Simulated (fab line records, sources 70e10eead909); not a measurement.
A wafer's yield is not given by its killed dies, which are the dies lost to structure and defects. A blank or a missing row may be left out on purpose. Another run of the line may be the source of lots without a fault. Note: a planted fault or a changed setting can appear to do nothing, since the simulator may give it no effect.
Matching of chambers ; flow nand-harc ; 4 sister chambers for NHARC_A_STAIRCASE_TRIM_187 on rie-diel-03
The step chemistry O2, time 211.2 s. 24 wafers are shown with their chamber, then 12 later ones without.

== WAFERS PAIRED WITH THEIR CHAMBERS ==
wafer;chamber;showerhead-plenum-p-Torr (Torr);drypump-motor-current-A (A);oes-product-au (a.u.)
L077.2;2;3.60;6.0;1.015
L077.4;3;3.42;5.8;0.995
L077.6;3;3.42;5.9;0.996
L080.1;1;3.59;5.6;1.003
L080.2;2;3.60;6.1;1.013
L080.3;0;3.39;6.1;1.006
L081.1;0;3.39;6.1;1.004
L081.3;1;3.59;5.6;1.001
L081.5;1;3.59;5.6;1.006
L082.1;2;3.59;6.1;1.002
L082.2;1;3.59;5.6;0.998
L082.3;3;3.41;5.8;0.992
L082.4;0;3.39;6.1;1.000
L082.5;0;3.39;6.1;1.000
L082.6;1;3.59;5.7;0.993
L089.1;1;3.58;5.7;1.010
L089.2;3;3.40;5.9;0.984
L089.6;1;3.58;5.7;1.003
L087.1;2;3.58;6.0;1.006
L087.3;0;3.38;6.2;0.994
L087.4;1;3.58;5.7;1.009
L088.3;0;3.38;6.1;0.990
L088.4;3;3.40;5.9;0.981
L088.6;1;3.58;5.7;1.015

SIGNATURES (averages over the wafers above)
reading;chamber 0;chamber 1;chamber 2;chamber 3;scatter within a chamber
showerhead-plenum-p-Torr;3.3867;3.5856;3.5925;3.4100;0.00718
drypump-motor-current-A;6.117;5.656;6.050;5.860;0.0513
oes-product-au;0.99900;1.00422;1.00900;0.98960;0.00643
Rule: distance of a wafer from a chamber = root of the sum over the readings of ((wafer's reading minus chamber's mean) / reading's scatter) squared. If the next closest chamber is less than 2 further off than the closest, the wafer can't be placed; otherwise it belongs to the closest. The scatter: the root of (the sum of the squares of (reading less its chamber's mean) over the shown wafers, divided by (wafers less chambers)).

== WAFERS WITHOUT THEIR CHAMBER ==
wafer;showerhead-plenum-p-Torr (Torr);drypump-motor-current-A (A);oes-product-au (a.u.)
L090.3;3.40;5.9;0.987
L090.4;3.58;6.1;0.997
L090.5;3.58;5.7;1.011
L091.1;3.38;6.1;1.002
L091.2;3.58;5.6;1.018
L091.6;3.38;6.1;0.986
L094.1;3.57;5.6;0.997
L094.4;3.57;6.1;1.004
L094.6;3.57;5.6;1.002
L097.1;3.38;5.9;0.986
L097.4;3.57;5.6;1.006
L097.6;3.57;6.0;1.001

== CHAMBER TAKEN BY EACH ==
wafer;from the rows above;in truth
L090.3;3;3
L090.4;2;2
L090.5;1;1
L091.1;0;0
L091.2;1;1
L091.6;0;0
L094.1;1;1
L094.4;2;2
L094.6;1;1
L097.1;can't be placed: 3 or 0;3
L097.4;1;1
L097.6;2;2
Placed correctly: 11 of 12. Not placeable from these rows: 1 (in 1, the candidates include the true chamber). Wrongly placed: 0.
